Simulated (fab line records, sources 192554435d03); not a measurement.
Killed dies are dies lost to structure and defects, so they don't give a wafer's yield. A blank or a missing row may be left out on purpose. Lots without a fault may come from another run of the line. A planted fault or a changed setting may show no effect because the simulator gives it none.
fab line records | flow n5_finfet
record lots=4 wafers=10 last_day=15
route steps=1938 shown BEOL_M13@1673 BEOL_M15@1830 PASSIVATION@1936
lots that met no fault: from a run of the same line without faults
start_h: hours from the record's first day to the start of the lot's first wafer shown | wait_h: hours since the lot's step before | " the same as in the row above | L1.1+2: a row that stands for several wafers | - no value, or no start given | * or withheld: withheld | < > ~ a bound
route shown NAME@n: a module of which the file shows steps, and the number in the route of the first | usual: mean/standard deviation of fault-free wafers | same: alike in all rows | chamber/n: place in a boat | sites: the reading at each site | _std_site: their standard deviation | _edge_site: outer sites' mean less inner sites' | radius_mm: how far each site lies from the wafer's centre | mask NAME#n: copy n | behind: the tool/chamber that last shaped the wafer | hold: why the lot was held/for how many hours/how that ended | device: the transistor (n, p or np) that didn't switch | end of line: the same wafers' tests at the end of the route | a step without rows: its recipe alone | killed: dies lost to structure and defects at the first sort, not the wafer's yield | map: a wafer's dies, x killed, . not, _ none there
set.NAME: the setting as run; set.NAME@STEP: as run at that earlier step | model.NAME: the simulator's own value behind a step, which no gauge read
lots at some steps of the route; a table a step, a row a wafer
services: from which hour (start_h, from the record's first day; less than 0 if before it) a tool's chamber was out of use, for how many hours, and why
## steps
# step N5_BEOL_M13_ETCH_59
# recipe chemistry=N2/H2 target=BARC target_depth_a=890 overetch_a=267 time_s=67.9 ion_energy_ev=200 pressure_mtorr=30 source_w=840 bias_w=150 n2_flow_sccm=200 h2_flow_sccm=200
# step N5_BEOL_M13_VIA_ETCH_16
# recipe chemistry=C4F8/O2/Ar target=SiOC pressure_mtorr=30 source_w=3000 bias_w=700 Ar_flow_sccm=400 C4F8_flow_sccm=15 O2_flow_sccm=8 he_inner_torr=15 he_outer_torr=30 target_depth_a=9217 time_s=withheld ion_energy_ev=250 ends=cleared
# step N5_BEOL_M13_STRIP_63
# recipe chemistry=N2/H2 power_w=1000 temp_c=250 h2_frac=0.65 overash_fraction=0.3 pressure_mtorr=1000 n2_flow_sccm=1750 h2_flow_sccm=3250
# step N5_BEOL_M13_STRIP_64
# recipe chemistry=N2/H2 power_w=1000 temp_c=250 h2_frac=0.65 overash_fraction=0.3 pressure_mtorr=withheld n2_flow_sccm=1750 h2_flow_sccm=3250
# step N5_BEOL_M13_STRIP_71
# recipe chemistry=post_etch_residue_remover time_s=60 temp_c=25 remover_ph=withheld remover_water_wt_pct=withheld remover_fluoride_wt_pct=withheld
# step N5_BEOL_M13_SRD_72
# recipe time_s=30 temp_c=23 rinse_liquid=diw dry=n2_spin spin_rpm=1500 dry_time_s=30
# step N5_BEOL_M13_COAT_65
# recipe resist=SOC temp_c=250 time_s=60 spin_rpm=1500 resist_thk_nm=350
# step N5_BEOL_M13_COAT_66
# recipe resist=SiARC temp_c=220 time_s=60 spin_rpm=1500 resist_thk_nm=110
# step N5_BEOL_M13_COAT_22
# recipe spin_rpm=2888 resist_thk_nm=300
# step N5_BEOL_M13_EBR_24
# recipe solvent=PGMEA ebr_width_mm=1.5
# step N5_BEOL_M13_SOFTBAKE_23
# recipe temp_c=130 time_s=60
# step N5_BEOL_M13_EXPOSE_25
# recipe mask_id=M13 na=0.93 source_shape=conventional sigma_outer=0.4 polarization=unpolarized target_cd_nm=210 dose_mj=22
# usual exposure_dose_mJ_cm2=21.992/0.02 stage_vel_mm_s=500.00/0.24
# columns lot.wafer tool chamber start_h wait_h mask exposure_dose_mJ_cm2 stage_vel_mm_s
L343.3 krf_scanner-02 0 243.87 - M13#0 22.011 499.97
L343.5 " 0 " " M13#0 21.959 499.57
L344.4 krf_scanner-01 0 254.80 - M13#0 21.963 499.95
L344.5 " 0 " " M13#0 21.991 499.52
L354.4 krf_scanner-02 0 314.55 - M13#0 25.052 499.90
L354.5 " 0 " " M13#0 25.021 499.95
L354.6 " 0 " " M13#0 25.019 500.07
L357.1 krf_scanner-02 0 332.45 - M13#0 24.409 500.28
L357.3 " 0 " " M13#0 24.442 500.07
L357.5 " 0 " " M13#0 24.424 499.85
# step N5_BEOL_M13_PEB_26
# recipe peb_temp_c=130 peb_time_s=90
# step N5_BEOL_M13_DEVELOP_27
# recipe develop_time_s=45 rinse_liquid=diw dry=air_spin dev_temp_c=21
# step N5_BEOL_M13_HARDBAKE_32
# recipe temp_c=130 time_s=120
# step N5_BEOL_M13_CD_MEAS_28
# recipe target_cd_nm=209.5 landing_energy_ev=500 detector=se_inlens
# usual cd_nm=209.5/1.4
# same landing_energy_ev=500
# columns lot.wafer tool chamber start_h wait_h cd_nm
L343.3 cd_sem-01 0 244.03 - 209.9
L343.5 " 0 " " 210.9
L344.4 cd_sem-03 0 254.96 - 209.7
L344.5 " 0 " " 206.3
L354.4 cd_sem-03 0 314.71 - 222.3
L354.5 " 0 " " 222.8
L354.6 " 0 " " 222.6
L357.1 cd_sem-01 0 332.62 - 221.2
L357.3 " 0 " " 222.5
L357.5 " 0 " " 219.5
# step N5_BEOL_M13_DESCUM_33
# recipe chemistry=O2 time_s=7.9 source_power_w=50 bias_power_w=20 pressure_mtorr=20 rf_frequency_hz=2.712e+07 temp_c=40 o2_flow_sccm=225
# usual drypump_motor_current_A=5.8/0.36 oes_product_au=0.76/0.092 rf_vpp_V=243.1/1.4 showerhead_plenum_p_Torr=2.08/0.077 throttle_valve_pct=20.50/0.21
# columns lot.wafer tool chamber start_h wait_h drypump_motor_current_A oes_product_au rf_hours_counter_h rf_vpp_V showerhead_plenum_p_Torr throttle_valve_pct model.BEOL_M13.cd_nm
L343.3 rie_diel-02 3 244.40 0.3 5.3 0.78 111 242.6 2.09 19.92 210
L343.5 " 0 " " 6.3 0.72 - 242.0 2.03 20.61 210.8
L344.4 rie_diel-01 2 255.05 0.0 6.3 0.73 179 241.8 1.99 20.33 209.6
L344.5 " 1 " " 5.4 0.71 - 242.7 2.07 20.59 206.8
L354.4 rie_diel-01 1 314.79 0.0 5.4 0.69 238 243.6 2.06 20.62 222.2
L354.5 " 2 " " 6.3 0.71 - 241.5 1.98 20.38 222.6
L354.6 " 3 " " 5.4 0.69 - 242.7 2.07 20.54 222.4
L357.1 rie_diel-02 1 332.73 0.1 5.8 0.85 72 242.8 2.04 20.29 221.2
L357.3 " 0 " " 6.3 0.71 247 241.3 2.02 20.66 222.6
L357.5 " 2 " " 5.1 0.65 - 242.6 2.06 20.74 219.8
# step N5_BEOL_M13_ETCH_67
# recipe chemistry=CF4 target=SiARC target_depth_a=1430 time_s=238.3 ion_energy_ev=80 pressure_mtorr=40 source_w=545 bias_w=36 Ar_flow_sccm=100 cf4_flow_sccm=100 ends=cleared
# step N5_BEOL_M13_ETCH_68
# recipe chemistry=N2/H2 target=SOC mask_material=SiARC source_w=3000 bias_w=350 temp_c=40 time_s=355 ion_energy_ev=200 pressure_mtorr=30 n2_flow_sccm=200 h2_flow_sccm=200
# step N5_BEOL_M13_STRIP_69
# recipe chemistry=N2/H2 temp_c=40 n2_flow_sccm=200 h2_flow_sccm=200 rf_frequency_hz=6e+07
# step N5_BEOL_M13_TRENCH_ETCH_34
# recipe chemistry=C4F8/O2/Ar target=SiOC target_depth_a=4134.7 mask_material=SOC pressure_mtorr=30 source_w=3000 bias_w=700 Ar_flow_sccm=400 C4F8_flow_sccm=15 O2_flow_sccm=8 he_inner_torr=15 he_outer_torr=30 time_s=162.6 ion_energy_ev=250
# step N5_BEOL_M13_STRIP_70
# recipe chemistry=C4F8/O2/Ar resist=SiARC rf_frequency_hz=6e+07
# step N5_BEOL_M13_STRIP_37
# recipe chemistry=N2/H2 power_w=1000 temp_c=250 h2_frac=0.65 overash_fraction=0.3 pressure_mtorr=withheld n2_flow_sccm=1750 h2_flow_sccm=3250
# step N5_BEOL_M13_ETCH_38
# recipe chemistry=CF4/N2 target=SiCN target_depth_a=675 taper_deg=2 time_s=71.9 ion_energy_ev=150 mask_material=SiO2 pressure_mtorr=40 source_w=430 bias_w=70 Ar_flow_sccm=100 cf4_flow_sccm=60 n2_flow_sccm=60
# usual drypump_motor_current_A=5.8/0.37 oes_product_au=0.76/0.095 rf_vpp_V=382.0/1.7 showerhead_plenum_p_Torr=2.19/0.06 throttle_valve_pct=15.54/0.29
# columns lot.wafer tool chamber start_h wait_h drypump_motor_current_A oes_product_au rf_hours_counter_h rf_vpp_V showerhead_plenum_p_Torr throttle_valve_pct model.BEOL_M13.cd_nm
L343.3 rie_diel-02 0 246.32 - 6.2 0.71 219 381.9 2.20 15.94 209.2
L343.5 " 1 " " 5.8 0.89 - 381.0 2.16 15.28 208
L344.4 rie_diel-01 1 259.51 - 5.5 0.72 218 380.3 2.20 15.78 208.8
L344.5 " 3 " " 5.4 0.68 - 382.1 2.20 15.62 206.8
L354.4 rie_diel-02 3 316.56 - 5.3 0.76 129 383.0 2.20 15.07 222.8
L354.5 " 1 " " 5.7 0.86 - 380.8 2.15 15.33 219.6
L354.6 " 0 " " 6.3 0.68 - 380.7 2.20 15.99 223.8
L357.1 rie_diel-02 0 341.06 - 6.2 0.69 250 380.7 2.19 16.01 218.2
L357.3 " 1 " " 5.8 0.86 75 380.8 2.15 15.36 221.2
L357.5 " 1 " " 5.8 0.85 - 380.6 2.15 15.34 219.6
# step N5_BEOL_M13_PRECLEAN_39
# recipe chemistry=residue_remover time_s=60 temp_c=40
# step N5_BEOL_M13_SRD_40
# recipe time_s=30 temp_c=23 rinse_liquid=diw dry=n2_spin spin_rpm=1500 dry_time_s=30
# step N5_BEOL_M13_DEGAS_41
# recipe ambient=vacuum temp_c=250 time_s=60
# step N5_BEOL_M13_PRE_CLEAN_42
# recipe gas=H2/He time_s=30 temp_c=250
# step N5_BEOL_M13_SPUTTER_43
# recipe material=TaN target_thk_a=150 temp_c=50 bias_v=168.6 power_w=15000 chamber_pressure_pa=0.12 time_s=24.19
# step N5_BEOL_M13_SPUTTER_44
# recipe material=Ta target_thk_a=100 temp_c=50 bias_v=80 power_w=15000 chamber_pressure_pa=0.07 time_s=16.13
# step N5_BEOL_M13_SPUTTER_45
# recipe material=Cu target_thk_a=800 temp_c=-20 bias_v=60 power_w=26000 chamber_pressure_pa=0.13 time_s=13.33
# step N5_BEOL_M13_ECD_47
# recipe material=Cu target_thk_a=9360
# step N5_BEOL_M13_ANNEAL_48
# recipe temp_c=225 time_s=90 ambient=N2
# step N5_BEOL_M13_CMP_49
# recipe stop_on=SiOC t_overpolish_s=17.1 down_force_psi=1 platen_rpm=50 clearing_platen_down_force_psi=1.5 clearing_platen_rpm=50 post_cmp_clean=cu_alkaline target_thk_nm=420 clearing_platen_pad_velocity_m_s=0.99484 pad_velocity_m_s=0.99484
# step N5_BEOL_M13_PRE_CLEAN_52
# recipe gas=NH3 time_s=15 temp_c=withheld rf_power_w=300
# step N5_BEOL_M13_DEP_53
# recipe material=SiCN target_thk_a=500 temp_c=withheld precursor=3MS/NH3 pressure_torr=3 rf_w=675 time_s=17.8
# step N5_BEOL_M15_RC_MEAS_101
# usual COMB_M10=1.4e-11/2.8e-12 COMB_M11=1.5e-11/3e-12 COMB_M11_max_site=2.1e-11/5e-12 COMB_M12=6.2e-12/1.2e-12 COMB_M13=4.6e-12/1.2e-12 COMB_M14=3.5e-12/8.7e-13 COMB_M15=2.5e-12/7.4e-13 COMB_M5=3.7e-11/6.5e-12 COMB_M6=2.6e-11/5.1e-12 COMB_M7=2.5e-11/4.2e-12 COMB_M8=2.7e-11/5.9e-12 COMB_M9=1.4e-11/3.2e-12 SERP_M10=3.05/0.11 SERP_M11=3.09/0.12 SERP_M12=0.633/0.022 SERP_M13=0.314/0.0074 SERP_M13_max_site=0.317/0.0076 SERP_M14=0.161/0.0076 SERP_M5=38.5/2.2 SERP_M5_max_site=40.0/2.4 SERP_M6=14.0/0.73 SERP_M7=13.9/0.94 SERP_M8=14.0/0.71
# columns lot.wafer tool chamber start_h wait_h COMB_M10[S/m] COMB_M11[S/m] COMB_M11_max_site[S/m] COMB_M12[S/m] COMB_M13[S/m] COMB_M14[S/m] COMB_M15[S/m] COMB_M5[S/m] COMB_M6[S/m] COMB_M7[S/m] COMB_M8[S/m] COMB_M9[S/m] SERP_M10[ohm/um] SERP_M11[ohm/um] SERP_M12[ohm/um] SERP_M13[ohm/um] SERP_M13_max_site[ohm/um] SERP_M14[ohm/um] SERP_M5[ohm/um] SERP_M5_max_site[ohm/um] SERP_M6[ohm/um] SERP_M7[ohm/um] SERP_M8[ohm/um]
L343.3 prober-01 0 264.76 0.3 1.64e-11 1.5e-11 2e-11 4.6e-12 3.3e-12 3.1e-12 2.3e-12 3.8e-11 2e-11 2e-11 2.4e-11 1.5e-11 2.96 3.10 0.617 0.316 0.321 0.178 37.4 39.0 14.7 13.8 14.3
L343.5 " 0 " " 1.76e-11 1.4e-11 2e-11 5.4e-12 4.6e-12 2.1e-12 2.9e-12 4e-11 2.6e-11 2e-11 3.8e-11 1.6e-11 2.97 3.19 0.608 0.317 0.320 0.154 35.0 36.1 14.6 14.2 13.9
L344.4 prober-02 0 272.63 0.5 1.76e-11 1.2e-11 1.8e-11 6e-12 6.1e-12 4.5e-12 3.6e-12 4.4e-11 2.9e-11 2.4e-11 3.1e-11 1.4e-11 2.92 3.05 0.667 0.319 0.324 0.157 40.2 42.1 14.2 14.4 13.7
L344.5 " 0 " " 1.61e-11 9e-12 1.3e-11 8e-12 6.2e-12 4.1e-12 5.2e-12 2.9e-11 2.5e-11 2.6e-11 2.2e-11 1.4e-11 3.06 3.01 0.681 0.318 0.321 0.151 39.8 41.5 14.6 13.7 13.8
L354.4 prober-01 0 329.70 0.5 1.61e-11 1.2e-11 1.9e-11 5.5e-12 3.2e-12 4.4e-12 1.7e-12 4.8e-11 3.5e-11 2.6e-11 3.9e-11 1.3e-11 3.08 2.93 0.647 0.283 0.285 0.153 40.3 41.7 14.2 13.3 14.6
L354.5 " 0 " " 9.7e-12 1.2e-11 1.8e-11 7.8e-12 3.3e-12 4.1e-12 2.1e-12 3.5e-11 3.2e-11 3.1e-11 2.2e-11 1.7e-11 3.17 3.00 0.660 0.291 0.294 0.151 37.2 38.9 15.6 12.1 13.2
L354.6 " 0 " " 1.4e-11 1.5e-11 2.8e-11 3.8e-12 3.6e-12 4.2e-12 1.4e-12 3.5e-11 2.1e-11 1.9e-11 3.3e-11 1.2e-11 3.04 3.27 0.642 0.289 0.291 0.154 39.7 42.5 14.3 12.6 14.4
L357.1 prober-01 0 353.61 0.0 1.39e-11 1.8e-11 2.2e-11 8.3e-12 3e-12 3.9e-12 2.3e-12 3.1e-11 2.8e-11 2.4e-11 2.3e-11 1e-11 3.00 2.89 0.610 0.296 0.301 0.158 41.5 42.1 15.0 13.0 13.0
L357.3 " 0 " " 1.33e-11 2.3e-11 2.8e-11 6.3e-12 4.8e-12 2.6e-12 2.5e-12 4.1e-11 2.5e-11 2.3e-11 3.4e-11 1.2e-11 2.97 3.40 0.593 0.291 0.295 0.152 38.7 39.7 13.8 14.4 13.5
L357.5 " 0 " " 2.11e-11 1.7e-11 2.7e-11 5.3e-12 4.5e-12 3.4e-12 1.5e-12 3e-11 2.9e-11 3.3e-11 2.7e-11 1.3e-11 2.99 3.17 0.632 0.298 0.300 0.159 40.4 43.1 14.9 14.8 13.9
# sites SERP_M13 radius_mm=0,75,75,75,75,140,140,140,140
L343.3 0.315 0.319 0.315 0.321 0.319 0.319 0.312 0.313 0.316
L344.4 0.319 0.321 0.319 0.315 0.319 0.324 0.322 0.323 0.318
L354.4 0.283 0.285 0.283 0.285 0.281 0.283 0.283 0.284 0.280
L357.1 0.297 0.298 0.299 0.296 0.301 0.293 0.294 0.292 0.293
# step N5_PASSIVATION_PROBE_49
# usual defect_limited_yield=91.8/1.5 killed_at_M0_to_M3=33/11 killed_at_M4_up=13/5 killed_at_contacts=11/5.6 killed_at_front_end=36/12 killed_at_other=3.4/2.5 killed_dies=97/18 killed_open=64/13 killed_short=31/6.9 sort_bin_5_function=4.8/1 sort_bin_6_memory=3.1/0.64 sort_n_pass=1083/18 sort_yield_pct=91.8/1.5
# same gross_dies=1180 killed_at_back_side=0 sort_bin_4_leakage[%]=0 sort_bin_8_speed[%]=0
# columns lot.wafer tool chamber start_h wait_h defect_limited_yield[%] killed_at_M0_to_M3 killed_at_M4_up killed_at_contacts killed_at_front_end killed_at_other killed_dies killed_open killed_short sort_bin_5_function[%] sort_bin_6_memory[%] sort_n_pass sort_yield_pct[%]
L357.3 prober-01 - 370.27 0.1 92.7 31 16 8 30 1 86 52 31 4.6 2.7 1094 92.7
# killed by level:class
L357.3 FIN_SAQP:geometric_particle:short=10 FIN_SAQP:geometric_particle:open=7 BEOL_M1:geometric_particle:open=7 MOL_CONTACT_COAG:geometric_particle:open=6 BEOL_M4:geometric_particle:open=6 BEOL_M2:geometric_particle:open=5 BEOL_M0_SAQP:geometric_particle:open=4 BEOL_M0:geometric_particle:open=4
## services
# columns tool chamber start_h hours kind
krf_scanner-02 - 222.81 11.6 pm
krf_scanner-01 - 249.67 1.0 repair
krf_scanner-02 - 263.90 1.3 pm
rie_diel-01 0 270.83 - clean
rie_diel-01 0 270.83 - consumable_replace:focus_ring
rie_diel-01 0 270.83 24.0 scheduled_down
rie_diel-01 0 270.83 24.0 vent_cycle
krf_scanner-01 - 271.88 0.2 repair
krf_scanner-01 - 298.39 9.9 repair
rie_diel-01 - 300.50 2.8 pm
krf_scanner-01 - 320.75 0.8 pm
krf_scanner-02 - 321.50 1.0 pm
rie_diel-02 2 337.78 - clean
rie_diel-02 2 337.78 - consumable_replace:focus_ring
rie_diel-02 2 337.78 16.5 scheduled_down
rie_diel-02 2 337.78 16.5 vent_cycle
## key
first_sign step=N5_BEOL_M13_EXPOSE_25 reading=exposure_dose_mJ_cm2 direction=up sigmas=99+ usual=21.992 struck=24.728
effect step=N5_BEOL_M13_CD_MEAS_28 reading=cd_nm direction=up sigmas=9 usual=209.5 struck=221.8 through=control_loop
effect step=N5_BEOL_M15_RC_MEAS_101 reading=SERP_M13 direction=down sigmas=3 usual=0.314 struck=0.291
model_effect step=N5_BEOL_M13_DESCUM_33 value=BEOL_M13.cd_nm without=209.6 struck=221.8
model_effect step=N5_BEOL_M13_ETCH_38 value=BEOL_M13.cd_nm without=208.6 struck=220.9
met_at N5_BEOL_M13_EXPOSE_25
struck_wafers L354.4,L354.5,L354.6,L357.1,L357.3,L357.5
loop_trim step=N5_BEOL_M13_EXPOSE_25 setting=dose lots=L357
onset_between 243.87 314.55
fault kind=process_parameter_drift tool=krf_scanner-02 chamber=- onset_h=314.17 steps=N5_BEOL_M13_EXPOSE_25 channel=dose_mj offset=3.0361 shape=step acts_in=these_recipes_only stated=22
# loop_trim: a control loop set the setting to another value than it would have without faults
